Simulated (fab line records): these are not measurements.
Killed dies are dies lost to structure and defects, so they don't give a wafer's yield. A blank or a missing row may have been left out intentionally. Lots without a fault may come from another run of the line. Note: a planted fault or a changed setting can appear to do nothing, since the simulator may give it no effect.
fab line records -- flow n5Finfet
record lots=7, wafers=21
route steps=1938 shown ZERO_LAYER@4 PMOS_HMC_CHANNEL_EPI@69 FIN_SAQP@130 SD_EPI_N@263 SD_EPI_P@312 SD_ACTIVATION@330
startH: hours from the record's first day to the start of the lot's first wafer shown -- waitH: how many hours have passed since the lot's step before this one -- " the same as in the row above -- L1.1+2: a row that stands for several wafers -- - no value, or no start given -- * or withheld: withheld -- < > ~ a bound
route shown NAME@n: NAME is a module with steps in the file, n the number in the route of the first one -- usual: mean/standard deviation taken from wafers without a fault -- same: alike in all rows -- chamber/n: place in a boat -- sites: per-site readings -- _std_site: how widely they spread, as a standard deviation -- _edge_site: the outer-site mean with the inner-site mean subtracted -- radiusMm: for every site, how far away it sits from the centre of the wafer -- mask NAME#n: copy n -- behind: the last tool/chamber to shape the wafer -- hold: what put the lot on hold/how long, in hours/how the hold closed -- device: names the non-switching transistor (n, p or np) -- end of line: the tests these same wafers got at the end of their route -- a step given without rows: its recipe and nothing more -- killed: dies lost to structure and defects at the first sort, not the wafer's yield -- map: a wafer's dies, marking killed ones x, the rest . and places with no die _
set.NAME: the setting the step ran with; set.NAME@STEP: the setting that earlier step ran with -- model.NAME: the simulator's own value behind a step, which no gauge read
lots run with intentionally changed settings; tables by step, rows by wafer
## steps
# step N5_ZERO_LAYER_PECVD_02
# recipe material=SiO2, targetThkA=100, tempC=400, precursor=SiH4/N2O, pressureTorr=0.75, rfW=275, timeS=6
lot.wafer,tool,chamber,startH,waitH,set.timeS,model.SiO2_of_ZERO_LAYER_PECVD_02.thkNm
L074.1,pecvd-04,2,12.30,0.0,5.174,8.669
L074.4,pecvd-04,1,12.30,0.0,6,10.24
L074.5,pecvd-04,2,12.30,0.0,6,10.05
L078.3,pecvd-03,1,36.31,0.1,6,9.986
L078.4,pecvd-03,2,36.31,0.1,6.285,10.61
L078.6,pecvd-03,1,36.31,0.1,6.285,10.52
L082.3,pecvd-03,1,60.28,0.0,6.888,11.51
L082.4,pecvd-03,0,60.28,0.0,6,10.49
L082.5,pecvd-03,1,60.28,0.0,6,10.08
L086.2,pecvd-03,2,84.28,0.0,6,9.947
L086.4,pecvd-03,0,84.28,0.0,6.883,11.56
L086.5,pecvd-03,1,84.28,0.0,6,9.88
L087.4,pecvd-02,2,90.31,0.1,6.693,11.11
L087.5,pecvd-02,1,90.31,0.1,6.693,11.32
L087.6,pecvd-02,0,90.31,0.1,6,9.965
L093.1,pecvd-03,1,126.28,0.0,6,10.07
L093.3,pecvd-03,0,126.28,0.0,6,10.01
L093.5,pecvd-03,2,126.28,0.0,6,10.17
L095.3,pecvd-02,0,138.28,0.0,5.329,8.957
L095.5,pecvd-02,0,138.28,0.0,6,10.41
L095.6,pecvd-02,2,138.28,0.0,6,10.3
# step N5_ZERO_LAYER_EXPOSE_08
# recipe maskId=ZERO, na=0.55, sourceShape=conventional, sigmaOuter=0.8, polarization=unpolarized, defocusNm=0, targetCdNm=2000, doseMj=16.2
lot.wafer,tool,chamber,startH,waitH,mask,set.doseMj
L074.1+5,krfScanner-01,0,12.61,-,ZERO#0,15.74
L074.4,krfScanner-01,0,12.61,-,ZERO#0,16.2
L078.3+4,krfScanner-01,0,36.63,-,ZERO#0,15.19
L078.6,krfScanner-01,0,36.63,-,ZERO#0,16.2
L082.3,krfScanner-01,0,60.48,-,ZERO#0,15.17
L082.4+5,krfScanner-01,0,60.48,-,ZERO#0,16.2
L086.2+4+5,krfScanner-01,0,84.47,-,ZERO#0,16.2
L087.4,krfScanner-01,0,90.48,-,ZERO#0,15.68
L087.5+6,krfScanner-01,0,90.48,-,ZERO#0,16.2
L093.1+3+5,krfScanner-01,0,126.46,-,ZERO#0,16.2
L095.3+5+6,krfScanner-01,0,138.48,-,ZERO#0,16.2
# step N5_ZERO_LAYER_DEVELOP_10
# recipe developTimeS=60, rinseLiquid=diw, dry=airSpin, devTempC=21
lot.wafer,tool,chamber,startH,waitH,set.developTimeS
L074.1+4+5,lithoTrack-05,0,-,-,60
L078.3,lithoTrack-04,0,-,-,68.24
L078.4+6,lithoTrack-04,0,-,-,60
L082.3+4+5,lithoTrack-03,0,-,-,60
L086.2,lithoTrack-05,0,-,-,46.65
L086.4+5,lithoTrack-05,0,-,-,60
L087.4+5,lithoTrack-03,0,-,-,70.53
L087.6,lithoTrack-03,0,-,-,60
L093.1+3+5,lithoTrack-04,0,-,-,60
L095.3+5,lithoTrack-04,0,-,-,60
L095.6,lithoTrack-04,0,-,-,70.39
# step N5_ZERO_LAYER_HARDBAKE_23
# recipe tempC=130, timeS=120
# step N5_ZERO_LAYER_CD_MEAS_11
# recipe targetCdNm=2000, landingEnergyEv=500, detector=seInlens
# usual cdNm=2000.5/1.7
lot.wafer,tool,chamber,startH,waitH,set.doseMj@ZERO_LAYER_EXPOSE_08,cdNm
L074.1,cdSem-03,0,12.78,-,15.74,1996.7
L074.4,cdSem-03,0,12.78,-,16.2,1999.5
L074.5,cdSem-03,0,12.78,-,15.74,1989.3
L078.3,cdSem-03,0,36.79,-,15.19,1989.7
L078.4,cdSem-03,0,36.79,-,15.19,1990.6
L078.6,cdSem-03,0,36.79,-,16.2,2002.0
L082.3,cdSem-01,0,60.64,-,15.17,1984.2
L082.4,cdSem-01,0,60.64,-,16.2,2000.1
L082.5,cdSem-01,0,60.64,-,16.2,1997.1
L086.2,cdSem-01,0,84.64,-,16.2,1993.4
L086.4,cdSem-01,0,84.64,-,16.2,1997.9
L086.5,cdSem-01,0,84.64,-,16.2,1998.5
L087.4,cdSem-01,0,90.65,-,15.68,1991.7
L087.5,cdSem-01,0,90.65,-,16.2,2004.2
L087.6,cdSem-01,0,90.65,-,16.2,1996.8
L093.1,cdSem-01,0,126.64,-,16.2,2002.9
L093.3,cdSem-01,0,126.64,-,16.2,2000.8
L093.5,cdSem-01,0,126.64,-,16.2,2004.2
L095.3,cdSem-03,0,138.65,-,16.2,1998.3
L095.5,cdSem-03,0,138.65,-,16.2,2001.0
L095.6,cdSem-03,0,138.65,-,16.2,1996.7
# step N5_ZERO_LAYER_DESCUM_16
# recipe chemistry=O2, timeS=7.9, sourcePowerW=50, biasPowerW=20, pressureMtorr=20, rfFrequencyHz=2.712e+07, tempC=40, o2FlowSccm=225
lot.wafer,tool,chamber,startH,waitH,set.doseMj@ZERO_LAYER_EXPOSE_08,model.ZERO_LAYER.cdNm
L074.1,rieDiel-05,3,12.82,0.0,15.74,1996
L074.4,rieDiel-05,2,12.82,0.0,16.2,1999
L074.5,rieDiel-05,1,12.82,0.0,15.74,1989
L078.3,rieDiel-02,3,36.83,0.0,15.19,1990
L078.4,rieDiel-02,1,36.83,0.0,15.19,1991
L078.6,rieDiel-02,3,36.83,0.0,16.2,2002
L082.3,rieDiel-02,3,60.68,0.0,15.17,1984
L082.4,rieDiel-02,2,60.68,0.0,16.2,2000
L082.5,rieDiel-02,1,60.68,0.0,16.2,1997
L086.2,rieDiel-03,2,84.68,0.0,16.2,1993
L086.4,rieDiel-03,0,84.68,0.0,16.2,1998
L086.5,rieDiel-03,0,84.68,0.0,16.2,1999
L087.4,rieDiel-05,3,90.68,0.0,15.68,1992
L087.5,rieDiel-05,1,90.68,0.0,16.2,2004
L087.6,rieDiel-05,0,90.68,0.0,16.2,1997
L093.1,rieDiel-03,1,127.06,0.4,16.2,2002
L093.3,rieDiel-03,0,127.06,0.4,16.2,2001
L093.5,rieDiel-03,1,127.06,0.4,16.2,2004
L095.3,rieDiel-05,2,138.79,0.1,16.2,-
L095.5,rieDiel-05,0,138.79,0.1,16.2,2001
L095.6,rieDiel-05,3,138.79,0.1,16.2,1997
# step N5_PMOS_HMC_CHANNEL_EPI_ETCH_32
# recipe chemistry=N2/H2, target=BARC, stopOn=SiO2, targetDepthA=858, overEtchFrac=0.3, timeS=50.3, ionEnergyEv=200, maskMaterial=CAR-ArF-block, pressureMtorr=30, sourceW=840, biasW=150, n2FlowSccm=200, h2FlowSccm=200
# usual rfVppV=523.0/2.4
lot.wafer,tool,chamber,startH,waitH,set.biasW,rfVppV
L074.1,rieDiel-03,2,17.54,0.0,150,526.0
L074.4,rieDiel-03,0,17.54,0.0,141.4,503.8
L074.5,rieDiel-03,1,17.54,0.0,141.4,502.0
L078.3,rieDiel-03,3,41.59,0.0,150,524.5
L078.4,rieDiel-03,0,41.59,0.0,141.7,503.8
L078.6,rieDiel-03,1,41.59,0.0,150,521.7
L082.3,rieDiel-03,0,64.99,0.0,150,522.0
L082.4,rieDiel-03,3,64.99,0.0,127.1,472.4
L082.5,rieDiel-03,0,64.99,0.0,127.1,468.8
L086.2,rieDiel-03,0,89.14,0.0,127.2,471.2
L086.4,rieDiel-03,2,89.14,0.0,127.2,473.0
L086.5,rieDiel-03,1,89.14,0.0,150,521.2
L087.4,rieDiel-03,2,95.12,0.0,150,527.7
L087.5,rieDiel-03,1,95.12,0.0,150,521.4
L087.6,rieDiel-03,2,95.12,0.0,158.1,543.3
L093.1,rieDiel-02,0,131.51,0.0,150,524.9
L093.3,rieDiel-02,3,131.51,0.0,150,521.2
L093.5,rieDiel-02,3,131.51,0.0,150,519.8
L095.3,rieDiel-02,1,143.12,0.0,150,522.1
L095.5,rieDiel-02,1,143.12,0.0,150,523.0
L095.6,rieDiel-02,2,143.12,0.0,150,522.9
# step N5_FIN_SAQP_ETCH_65
# recipe chemistry=CF4, target=SiO2, targetDepthA=40, ionEnergyEv=350, timeS=4.4, pressureMtorr=10, icpW=800, biasW=400, cf4FlowSccm=80
lot.wafer,tool,chamber,startH,waitH,set.timeS,model.etch.depthNm
L074.1,rieSi-03,0,25.40,0.1,4.4,3.923
L074.4,rieSi-03,1,25.40,0.1,4.4,4.129
L074.5,rieSi-03,2,25.40,0.1,4.4,3.994
L078.3,rieSi-05,3,47.82,0.1,4.4,3.987
L078.4,rieSi-05,0,47.82,0.1,4.4,3.928
L078.6,rieSi-05,2,47.82,0.1,4.4,4.138
L082.3,rieSi-01,3,71.97,0.1,4.4,4.044
L082.4,rieSi-01,1,71.97,0.1,5.271,4.652
L082.5,rieSi-01,2,71.97,0.1,4.4,4.055
L086.2,rieSi-03,0,96.87,0.1,3.764,3.371
L086.4,rieSi-03,3,96.87,0.1,3.764,3.454
L086.5,rieSi-03,2,96.87,0.1,4.4,4.027
L087.4,rieSi-01,2,101.54,0.1,4.4,4.079
L087.5,rieSi-01,3,101.54,0.1,3.858,3.569
L087.6,rieSi-01,1,101.54,0.1,3.858,3.347
L093.1,rieSi-05,3,138.27,0.1,4.4,4.042
L093.3,rieSi-05,1,138.27,0.1,4.4,4.041
L093.5,rieSi-05,3,138.27,0.1,4.4,4.032
L095.3,rieSi-03,0,150.11,0.1,4.4,3.887
L095.5,rieSi-03,0,150.11,0.1,4.4,3.894
L095.6,rieSi-03,2,150.11,0.1,4.4,3.955
# step N5_SD_EPI_N_COAT_33
# recipe resist=SiARC, tempC=220, timeS=60, spinRpm=1500, resistThkNm=35
lot.wafer,tool,chamber,startH,waitH,set.spinRpm,model.SiARC_of_SD_EPI_N_COAT_33.thkNm
L074.1,lithoTrack-01,0,-,-,1500,35.2
L074.4+5,lithoTrack-01,0,-,-,1352,37
L078.3,lithoTrack-03,0,-,-,1500,35.2
L078.4,lithoTrack-03,0,-,-,1500,35
L078.6,lithoTrack-03,0,-,-,1363,36.8
L082.3,lithoTrack-02,0,-,-,1363,36.4
L082.4,lithoTrack-02,0,-,-,1363,36.6
L082.5,lithoTrack-02,0,-,-,1500,34.8
L086.2,lithoTrack-02,0,-,-,1589,34
L086.4,lithoTrack-02,0,-,-,1500,35.2
L086.5,lithoTrack-02,0,-,-,1500,35
L087.4+5+6,lithoTrack-03,0,-,-,1586,34
L093.1+3+5,lithoTrack-02,0,-,-,1500,35
L095.3,lithoTrack-03,0,-,-,1500,35.2
L095.5+6,lithoTrack-03,0,-,-,1547,34.6
# step N5_SD_EPI_N_EXPOSE_06
# recipe maskId=SD_N_BLK, na=1.35, sourceShape=conventional, sigmaOuter=0.8, polarization=unpolarized, targetCdNm=120, doseMj=39.75
lot.wafer,tool,chamber,startH,waitH,mask,set.doseMj
L074.1+5,arfiScanner-01,0,50.13,-,SD_N_BLK#0,39.75
L074.4,arfiScanner-01,0,50.13,-,SD_N_BLK#0,41.54
L078.3,arfiScanner-03,0,71.43,-,SD_N_BLK#0,40.71
L078.4+6,arfiScanner-03,0,71.43,-,SD_N_BLK#0,39.75
L082.3+4+5,arfiScanner-02,0,98.24,-,SD_N_BLK#0,39.75
L086.2+4+5,arfiScanner-02,0,122.01,-,SD_N_BLK#0,39.75
L087.4+5+6,arfiScanner-03,0,125.98,-,SD_N_BLK#0,39.75
L093.1+3+5,arfiScanner-02,0,163.81,-,SD_N_BLK#0,39.75
L095.3,arfiScanner-02,0,173.57,-,SD_N_BLK#0,39.75
L095.5+6,arfiScanner-02,0,173.57,-,SD_N_BLK#0,40.74
# step N5_SD_EPI_N_PEB_07
# recipe pebTempC=110, pebTimeS=60, resist=CAR-ArF-block
# step N5_SD_EPI_N_DEVELOP_08
# recipe developTimeS=30, developer=TMAH, resist=CAR-ArF-block, devTempC=23, rinseLiquid=diw, dry=airSpin
# step N5_SD_EPI_N_CD_MEAS_09
# recipe targetCdNm=120, landingEnergyEv=500, detector=seInlens
# usual cdNm=120.2/0.71
lot.wafer,tool,chamber,startH,waitH,set.doseMj@SD_EPI_N_EXPOSE_06,cdNm
L074.1,cdSem-02,0,50.25,-,39.75,119.5
L074.4,cdSem-02,0,50.25,-,41.54,123.0
L074.5,cdSem-02,0,50.25,-,39.75,119.2
L078.3,cdSem-03,0,71.55,-,40.71,121.2
L078.4,cdSem-03,0,71.55,-,39.75,120.6
L078.6,cdSem-03,0,71.55,-,39.75,119.6
L082.3,cdSem-03,0,98.36,-,39.75,120.4
L082.4,cdSem-03,0,98.36,-,39.75,121.4
L082.5,cdSem-03,0,98.36,-,39.75,120.3
L086.2,cdSem-01,0,122.13,-,39.75,120.0
L086.4,cdSem-01,0,122.13,-,39.75,121.5
L086.5,cdSem-01,0,122.13,-,39.75,121.2
L087.4,cdSem-03,0,126.09,-,39.75,120.7
L087.5,cdSem-03,0,126.09,-,39.75,119.7
L087.6,cdSem-03,0,126.09,-,39.75,120.4
L093.1,cdSem-02,0,163.94,-,39.75,120.3
L093.3,cdSem-02,0,163.94,-,39.75,120.7
L093.5,cdSem-02,0,163.94,-,39.75,120.8
L095.3,cdSem-02,0,173.69,-,39.75,119.2
L095.5,cdSem-02,0,173.69,-,40.74,120.2
L095.6,cdSem-02,0,173.69,-,40.74,120.9
# step N5_SD_EPI_N_DESCUM_14
# recipe chemistry=O2, timeS=7.9, sourcePowerW=50, biasPowerW=20, pressureMtorr=20, rfFrequencyHz=2.712e+07, tempC=40, resist=CAR-ArF-block, o2FlowSccm=225
lot.wafer,tool,chamber,startH,waitH,set.doseMj@SD_EPI_N_EXPOSE_06,model.SD_EPI_N.cdNm
L074.1,rieDiel-06,0,50.34,0.0,39.75,119.6
L074.4,rieDiel-06,1,50.34,0.0,41.54,122.8
L074.5,rieDiel-06,3,50.34,0.0,39.75,119.4
L078.3,rieDiel-04,3,72.08,0.5,40.71,121.4
L078.4,rieDiel-04,0,72.08,0.5,39.75,120.4
L078.6,rieDiel-04,3,72.08,0.5,39.75,119.6
L082.3,rieDiel-01,0,98.44,0.0,39.75,120.6
L082.4,rieDiel-01,1,98.44,0.0,39.75,121
L082.5,rieDiel-01,1,98.44,0.0,39.75,120.2
L086.2,rieDiel-06,0,122.23,0.0,39.75,120
L086.4,rieDiel-06,3,122.23,0.0,39.75,121.2
L086.5,rieDiel-06,0,122.23,0.0,39.75,121
L087.4,rieDiel-01,2,126.18,0.0,39.75,120.8
L087.5,rieDiel-01,2,126.18,0.0,39.75,119.6
L087.6,rieDiel-01,3,126.18,0.0,39.75,120.6
L093.1,rieDiel-01,2,164.05,0.1,39.75,120.2
L093.3,rieDiel-01,0,164.05,0.1,39.75,120.8
L093.5,rieDiel-01,1,164.05,0.1,39.75,120.6
L095.3,rieDiel-06,2,173.89,0.1,39.75,119.6
L095.5,rieDiel-06,3,173.89,0.1,40.74,120.2
L095.6,rieDiel-06,0,173.89,0.1,40.74,121.2
# step N5_SD_EPI_N_ETCH_34
# recipe chemistry=CF4, target=SiARC, targetDepthA=455, maskMaterial=CAR-ArF-block, timeS=75.8, ionEnergyEv=80, pressureMtorr=40, sourceW=545, biasW=36, Ar_flow_sccm=100, cf4FlowSccm=100, ends=cleared
lot.wafer,tool,chamber,startH,waitH,set.spinRpm@SD_EPI_N_COAT_33,model.CAR-ArF-block_of_SD_EPI_N_COAT_03.thkNm,model.etch.depthNm
L074.1,rieDiel-06,0,50.38,0.0,1500,112.6,35.1
L074.4,rieDiel-06,1,50.38,0.0,1352,110.2,37
L074.5,rieDiel-06,3,50.38,0.0,1352,110.2,37.08
L078.3,rieDiel-04,3,72.12,0.0,1500,110.8,35.14
L078.4,rieDiel-04,0,72.12,0.0,1500,110.8,35.08
L078.6,rieDiel-04,3,72.12,0.0,1363,109,36.78
L082.3,rieDiel-01,0,98.48,0.0,1363,109,36.47
L082.4,rieDiel-01,1,98.48,0.0,1363,109.4,36.5
L082.5,rieDiel-01,1,98.48,0.0,1500,111.2,34.82
L086.2,rieDiel-06,0,122.26,0.0,1589,111.6,34.04
L086.4,rieDiel-06,3,122.26,0.0,1500,110.6,35.16
L086.5,rieDiel-06,0,122.26,0.0,1500,110.8,35.09
L087.4,rieDiel-01,2,126.21,0.0,1586,112.2,34.02
L087.5,rieDiel-01,2,126.21,0.0,1586,112,34.04
L087.6,rieDiel-01,3,126.21,0.0,1586,112.2,34.09
L093.1,rieDiel-01,2,164.09,0.0,1500,111.4,35.04
L093.3,rieDiel-01,0,164.09,0.0,1500,111.4,34.94
L093.5,rieDiel-01,1,164.09,0.0,1500,111.4,35.02
L095.3,rieDiel-06,2,173.92,0.0,1500,112.4,35.22
L095.5,rieDiel-06,3,173.92,0.0,1547,112.4,34.6
L095.6,rieDiel-06,0,173.92,0.0,1547,112.4,34.66
# step N5_SD_EPI_N_ETCH_35
# recipe chemistry=N2/H2, target=SOC, overetchA=1080, maskMaterial=SiARC, tempC=40, ionEnergyEv=100, sourceW=3000, biasW=133, pressureMtorr=20, timeS=486, n2FlowSccm=200, h2FlowSccm=200
lot.wafer,tool,chamber,startH,waitH,set.spinRpm@SD_EPI_N_COAT_33,model.SiARC_of_SD_EPI_N_COAT_33.thkNm
L074.1,rieDiel-06,0,50.43,0.0,1500,19
L074.4,rieDiel-06,1,50.43,0.0,1352,21.8
L074.5,rieDiel-06,3,50.43,0.0,1352,21.2
L078.3,rieDiel-04,3,72.17,0.0,1500,19
L078.4,rieDiel-04,0,72.17,0.0,1500,19.4
L078.6,rieDiel-04,3,72.17,0.0,1363,20.8
L082.3,rieDiel-01,0,98.53,0.0,1363,21
L082.4,rieDiel-01,1,98.53,0.0,1363,21.8
L082.5,rieDiel-01,1,98.53,0.0,1500,20
L086.2,rieDiel-06,0,122.32,0.0,1589,18.6
L086.4+5,rieDiel-06,"3,0",122.32,0.0,1500,19.6
L087.4+5,rieDiel-01,2,126.27,0.0,1586,19.2
L087.6,rieDiel-01,3,126.27,0.0,1586,18.4
L093.1,rieDiel-01,2,164.15,0.0,1500,19.8
L093.3,rieDiel-01,0,164.15,0.0,1500,19.4
L093.5,rieDiel-01,1,164.15,0.0,1500,20.2
L095.3,rieDiel-06,2,173.98,0.0,1500,19.6
L095.5,rieDiel-06,3,173.98,0.0,1547,18.8
L095.6,rieDiel-06,0,173.98,0.0,1547,19.2
# step N5_SD_EPI_P_ETCH_16
# recipe chemistry=CHF3/O2, target=SiO2, targetDepthA=50, maskMaterial=SOC, pressureMtorr=30, sourceW=650, biasW=170, Ar_flow_sccm=200, CHF3_flow_sccm=50, O2_flow_sccm=5, ionEnergyEv=200
lot.wafer,tool,chamber,startH,waitH,set.targetDepthA,model.etch.depthNm
L074.1,rieDiel-05,0,55.27,0.1,53.5,5.402
L074.4,rieDiel-05,1,55.27,0.1,53.5,5.424
L074.5,rieDiel-05,3,55.27,0.1,53.5,5.221
L078.3+6,rieDiel-03,2,77.32,0.1,50,5.043
L078.4,rieDiel-03,1,77.32,0.1,54.97,5.479
L082.3,rieDiel-05,1,104.58,0.1,50,5.06
L082.4,rieDiel-05,2,104.58,0.1,44.33,4.379
L082.5,rieDiel-05,2,104.58,0.1,50,4.945
L086.2,rieDiel-03,0,127.96,0.1,50,5.053
L086.4,rieDiel-03,3,127.96,0.1,50,4.837
L086.5,rieDiel-03,0,127.96,0.1,50,5.032
L087.4,rieDiel-05,3,131.11,0.1,50,4.849
L087.5,rieDiel-05,3,131.11,0.1,48.38,4.666
L087.6,rieDiel-05,2,131.11,0.1,50,4.944
L093.1,rieDiel-05,3,169.77,0.1,50,4.873
L093.3,rieDiel-05,2,169.77,0.1,50,4.946
L093.5,rieDiel-05,1,169.77,0.1,50,5.083
L095.3,rieDiel-02,0,179.55,0.1,50,5.144
L095.5,rieDiel-02,2,179.55,0.1,50,5.13
L095.6,rieDiel-02,1,179.55,0.1,44.73,4.405
# step N5_SD_EPI_P_EPI_21
# recipe material=SiGe:B, dopant=B, tempC=550, pressureTorr=20, ambient=H2, timeS=355
lot.wafer,tool,chamber,startH,waitH,set.tempC,model.SiGe-B_of_SD_EPI_P_EPI_21.thkNm
L074.1,epiRpcvd-04,0,56.00,0.1,550,61.2
L074.4,epiRpcvd-04,0,57.08,1.1,550,61.4
L074.5,epiRpcvd-04,0,57.08,1.1,551.9,64
L078.3,epiRpcvd-01,0,78.77,0.8,550,62
L078.4,epiRpcvd-01,0,78.77,0.8,550,62.2
L078.6,epiRpcvd-01,0,78.77,0.8,550,61.4
L082.3,epiRpcvd-04,0,106.40,1.1,550,61.2
L082.4,epiRpcvd-04,0,106.40,1.1,550,61.4
L082.5,epiRpcvd-04,0,106.40,1.1,550,60.8
L086.2,epiRpcvd-04,0,129.29,0.6,550,59.8
L086.4,epiRpcvd-04,0,129.29,0.6,550,59.6
L086.5,epiRpcvd-04,0,129.29,0.6,550,59
L087.4+6,epiRpcvd-01,0,132.95,1.1,550,61.2
L087.5,epiRpcvd-01,0,132.95,1.1,552.9,65.8
L093.1,epiRpcvd-04,0,170.63,0.2,550,61.2
L093.3,epiRpcvd-04,0,170.63,0.2,550,60.6
L093.5,epiRpcvd-04,0,170.63,0.2,550,61
L095.3,epiRpcvd-01,0,181.00,0.8,550,61.8
L095.5,epiRpcvd-01,0,181.00,0.8,550,61.6
L095.6,epiRpcvd-01,0,181.00,0.8,550,62
# step N5_SD_EPI_P_HM_STRIP_48
# recipe chemistry=H3PO4, tempC=160, material=SiNx, target=SiNx, targetDepthA=30, overetchFraction=0.3
lot.wafer,tool,chamber,startH,waitH,set.tempC@SD_EPI_P_EPI_21,model.SiGe-B_of_SD_EPI_P_EPI_21.thkNm
L074.1+4,wetBench-03,"3,7",58.24,0.0,550,61
L074.5,wetBench-03,6,58.24,0.0,551.9,63.8
L078.3,wetBench-03,7,80.28,0.0,550,61.8
L078.4,wetBench-03,3,80.28,0.0,550,62
L078.6,wetBench-03,0,80.28,0.0,550,61
L082.3,wetBench-05,5,108.39,0.0,550,60.8
L082.4,wetBench-05,4,108.39,0.0,550,61.2
L082.5,wetBench-05,0,108.39,0.0,550,60.4
L086.2,wetBench-03,3,131.77,0.0,550,59.6
L086.4,wetBench-03,6,131.77,0.0,550,59.2
L086.5,wetBench-03,7,131.77,0.0,550,58.8
L087.4+6,wetBench-01,"7,4",134.10,0.0,550,61
L087.5,wetBench-01,6,134.10,0.0,552.9,65.6
L093.1,wetBench-01,1,173.60,0.0,550,61
L093.3,wetBench-01,2,173.60,0.0,550,60.4
L093.5,wetBench-01,4,173.60,0.0,550,60.8
L095.3+6,wetBench-01,"2,3",182.51,0.0,550,61.6
L095.5,wetBench-01,6,182.51,0.0,550,61.2
# step N5_SD_EPI_P_SRD_49
# recipe dry=ipaMarangoni, timeS=30, tempC=23, rinseLiquid=diw
# step N5_SD_EPI_P_PRECLEAN_24
# recipe chemistry=O3/DIW, timeS=45, tempC=22, o3Ppm=10
# step N5_SD_ACTIVATION_RTA_00
# recipe tempC=975, timeS=0, ambient=N2, idleTempC=600, rampUpCPerS=150, rampDownCPerS=60, coolToC=600
# step N5_SD_ACTIVATION_LSA_01
# recipe tempC=1080, timeS=0.0008, ambient=N2
# step N5_SD_ACTIVATION_RS_MEAS_03
# recipe thkMeasGauge=four-point-probe
# usual RS_SD_N=21.97/0.3, RS_SD_P=56.0/0.89
lot.wafer,tool,chamber,startH,waitH,set.tempC@SD_EPI_P_EPI_21,RS_SD_N[ohm/sq],RS_SD_P[ohm/sq]
L074.1,filmMetro-01,-,59.02,0.2,550,21.68,55.2
L074.4,filmMetro-01,-,59.02,0.2,550,22.31,55.4
L074.5,filmMetro-01,-,59.02,0.2,551.9,22.13,52.7
L078.3,filmMetro-02,-,80.89,0.2,550,22.30,54.9
L078.4,filmMetro-02,-,80.89,0.2,550,22.27,54.8
L078.6,filmMetro-02,-,80.89,0.2,550,21.88,55.0
L082.3,filmMetro-02,-,109.00,0.2,550,22.36,55.1
L082.4,filmMetro-02,-,109.00,0.2,550,22.01,55.3
L082.5,filmMetro-02,-,109.00,0.2,550,22.31,56.1
L086.2,filmMetro-01,-,132.35,0.2,550,21.89,57.3
L086.4,filmMetro-01,-,132.35,0.2,550,21.55,57.1
L086.5,filmMetro-01,-,132.35,0.2,550,21.81,57.7
L087.4,filmMetro-01,-,134.74,0.1,550,21.56,56.3
L087.5,filmMetro-01,-,134.74,0.1,552.9,21.91,51.5
L087.6,filmMetro-01,-,134.74,0.1,550,21.53,56.1
L093.1,filmMetro-02,-,174.19,0.2,550,21.88,56.4
L093.3,filmMetro-02,-,174.19,0.2,550,21.90,56.8
L093.5,filmMetro-02,-,174.19,0.2,550,22.05,56.6
L095.3,filmMetro-01,-,183.12,0.2,550,21.57,55.0
L095.5,filmMetro-01,-,183.12,0.2,550,21.60,54.9
L095.6,filmMetro-01,-,183.12,0.2,550,21.37,55.5
## key
split step=N5_ZERO_LAYER_PECVD_02, setting=timeS, stated=6, by=wafer
response step=N5_ZERO_LAYER_PECVD_02, reading=model.SiO2_of_ZERO_LAYER_PECVD_02.thkNm, change=+0.105, per=1%, r=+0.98
split step=N5_ZERO_LAYER_EXPOSE_08, setting=doseMj, stated=16.2, by=wafer
response step=N5_ZERO_LAYER_CD_MEAS_11, reading=cdNm, change=+2.17, per=1%, r=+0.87
response step=N5_ZERO_LAYER_DESCUM_16, reading=model.ZERO_LAYER.cdNm, change=+2.12, per=1%, r=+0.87
split step=N5_ZERO_LAYER_DEVELOP_10, setting=developTimeS, stated=60, by=wafer
response none clear
split step=N5_PMOS_HMC_CHANNEL_EPI_ETCH_32, setting=biasW, stated=150, by=wafer
response step=N5_PMOS_HMC_CHANNEL_EPI_ETCH_32, reading=rfVppV, change=+3.36, per=1%, r=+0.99
split step=N5_FIN_SAQP_ETCH_65, setting=timeS, stated=4.4, by=wafer
response step=N5_FIN_SAQP_ETCH_65, reading=model.etch.depthNm, change=+0.0378, per=1%, r=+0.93
split step=N5_SD_EPI_N_COAT_33, setting=spinRpm, stated=1500, by=wafer
response step=N5_SD_EPI_N_COAT_33, reading=model.SiARC_of_SD_EPI_N_COAT_33.thkNm, change=-0.185, per=1%, r=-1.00
response step=N5_SD_EPI_N_ETCH_34, reading=model.CAR-ArF-block_of_SD_EPI_N_COAT_03.thkNm, change=+0.206, per=1%, r=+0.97
response step=N5_SD_EPI_N_ETCH_34, reading=model.etch.depthNm, change=-0.187, per=1%, r=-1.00
response step=N5_SD_EPI_N_ETCH_35, reading=model.SiARC_of_SD_EPI_N_COAT_33.thkNm, change=-0.194, per=1%, r=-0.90
split step=N5_SD_EPI_N_EXPOSE_06, setting=doseMj, stated=39.75, by=wafer
response step=N5_SD_EPI_N_CD_MEAS_09, reading=cdNm, change=+0.695, per=1%, r=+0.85
response step=N5_SD_EPI_N_DESCUM_14, reading=model.SD_EPI_N.cdNm, change=+0.649, per=1%, r=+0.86
split step=N5_SD_EPI_P_ETCH_16, setting=targetDepthA, stated=50, by=wafer
response step=N5_SD_EPI_P_ETCH_16, reading=model.etch.depthNm, change=+0.0569, per=1%, r=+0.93
split step=N5_SD_EPI_P_EPI_21, setting=tempC, stated=550, by=wafer
response step=N5_SD_EPI_P_EPI_21, reading=model.SiGe-B_of_SD_EPI_P_EPI_21.thkNm, change=+8.45, per=1%, r=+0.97
response step=N5_SD_EPI_P_HM_STRIP_48, reading=model.SiGe-B_of_SD_EPI_P_EPI_21.thkNm, change=+8.54, per=1%, r=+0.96
response step=N5_SD_ACTIVATION_RS_MEAS_03, reading=RS_SD_P, change=-8.51, per=1%, r=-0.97
